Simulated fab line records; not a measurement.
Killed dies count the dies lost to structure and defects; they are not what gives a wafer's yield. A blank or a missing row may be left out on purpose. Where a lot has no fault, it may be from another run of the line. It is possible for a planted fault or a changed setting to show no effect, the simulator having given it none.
Split-lot experiment    flow n5-finfet    route with 1938 steps; 7 lots, 39 wafers read

## ABOUT THE SPLIT
At N5_BEOL_M8_ETCH_66 (etches SOC in N2/H2, target depth 80 nm, overetch 16 nm, time 120 s), the setting target-depth-a was moved away from the recipe's 800 angstrom on 15 of the 39 wafers read, by -37.7% to +39.0%. The other wafers ran this setting at the recipe's value.

The reading comes from the split's own step.

## THE READING
SiARC_of_BEOL_M8_COAT_64.thk-nm (the simulator's own value, which no gauge read), in nm, at N5_BEOL_M8_ETCH_66 (etches SOC in N2/H2, target depth 80 nm, overetch 16 nm, time 120 s). The file does not state a usual value for it. Average 6.5 nm, standard deviation 0.14 nm, over the 24 wafers here run with the recipe.

wafer   tool, chamber at the split  target-depth-a as run, angstrom  against the recipe  SiARC_of_BEOL_M8_COAT_64.thk-nm, nm  against lot-mates on the recipe
L075.1  rie-diel-01, 2              800                              recipe              6.4                                  -
L075.2  rie-diel-01, 0              643.4                            -19.6%              7.6                                  +1.3
L075.6  rie-diel-01, 0              643.4                            -19.6%              7.6                                  +1.3
L075.3  rie-diel-01, 1,3            800                              recipe              6.2                                  -
L075.5  rie-diel-01, 1,3            800                              recipe              6.2                                  -
L075.4  rie-diel-01, 3              643.4                            -19.6%              7.2                                  +0.9
L078.1  rie-diel-04, 3              800                              recipe              6.2                                  -
L078.2  rie-diel-04, 2,1,2,3        800                              recipe              6.4                                  -
L078.4  rie-diel-04, 2,1,2,3        800                              recipe              6.4                                  -
L078.5  rie-diel-04, 2,1,2,3        800                              recipe              6.4                                  -
L078.6  rie-diel-04, 2,1,2,3        800                              recipe              6.4                                  -
L078.3  rie-diel-04, 0              800                              recipe              6.6                                  -
L079.1  rie-diel-04, 2,3            567                              -29.1%              7.8                                  +1.3
L079.5  rie-diel-04, 2,3            567                              -29.1%              7.8                                  +1.3
L079.2  rie-diel-04, 3              567                              -29.1%              7.6                                  +1.1
L079.3  rie-diel-04, 0              800                              recipe              6.6                                  -
L079.6  rie-diel-04, 0              800                              recipe              6.6                                  -
L079.4  rie-diel-04, 1              800                              recipe              6.4                                  -
L082.1  rie-diel-01, 0              800                              recipe              6.8                                  -
L082.2  rie-diel-01, 2              800                              recipe              6.4                                  -
L082.3  rie-diel-01, 1,3,3          1112                             +39.0%              4.4                                  -2.2
L082.4  rie-diel-01, 1,3,3          1112                             +39.0%              4.4                                  -2.2
L082.6  rie-diel-01, 1,3,3          1112                             +39.0%              4.4                                  -2.2
L082.5  rie-diel-01, 2              800                              recipe              6.6                                  -
L083.1  rie-diel-03, 0,2            800                              recipe              6.4                                  -
L083.3  rie-diel-03, 0,2            800                              recipe              6.4                                  -
L083.2  rie-diel-03, 1              800                              recipe              6.6                                  -
L083.4  rie-diel-03, 1              498.2                            -37.7%              8.4                                  +1.9
L083.5  rie-diel-03, 0,2            498.2                            -37.7%              8.2                                  +1.7
L083.6  rie-diel-03, 0,2            498.2                            -37.7%              8.2                                  +1.7
L091.1  rie-diel-03, 2              587.7                            -26.5%              7.6                                  +1.1
L091.2  rie-diel-03, 1              587.7                            -26.5%              7.8                                  +1.3
L091.6  rie-diel-03, 1              587.7                            -26.5%              7.8                                  +1.3
L091.3  rie-diel-03, 3,0            800                              recipe              6.6                                  -
L091.5  rie-diel-03, 3,0            800                              recipe              6.6                                  -
L091.4  rie-diel-03, 0              800                              recipe              6.4                                  -
L095.2  rie-diel-03, 3,0,1          800                              recipe              6.4                                  -
L095.3  rie-diel-03, 3,0,1          800                              recipe              6.4                                  -
L095.6  rie-diel-03, 3,0,1          800                              recipe              6.4                                  -
Rows listing several chambers each stand for several wafers; the file does not say which wafer went through which chamber.

THE FIT
A straight line over all 39 wafers: SiARC_of_BEOL_M8_COAT_64.thk-nm changes by -0.0495 nm for each +1% of target-depth-a; r = -0.99; the points scatter about the line by 0.15 nm.
The same after taking each lot's own level away (the mean of its wafers on the recipe; 39 wafers): -0.0506 nm for each +1%; r = -0.99; scatter 0.16 nm.
On that fit, the largest move of target-depth-a shifts the reading by 2 nm.
The lots' own levels span 6.27 to 6.60 nm, that is 2.3 times the standard deviation above.
Hence the lot-to-lot level has little effect on the slope; both slopes agree.
Check: for one of the wafers moved furthest among these (+39.0%), held out of the fit, the line's prediction against its lot-mates is -1.98 nm. Against them it came out at -2.2 nm.

## OTHER SPLITS APPLIED TO THESE WAFERS
Other splits were also applied to these wafers ahead of the reading. Each is held against what the fit with the lots' levels taken away leaves over:
other split on the same wafers     wafers away from the commonest value  r with SiARC_of_BEOL_M8_COAT_64.thk-nm (lot level and that fit taken away)
N5_BEOL_M6_HM_DEP_02 target-thk-a  18                                    -0.34

## THE FILE'S OWN FIT
SiARC_of_BEOL_M8_COAT_64.thk-nm changes by -0.05 nm for each +1% of target-depth-a, r = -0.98.
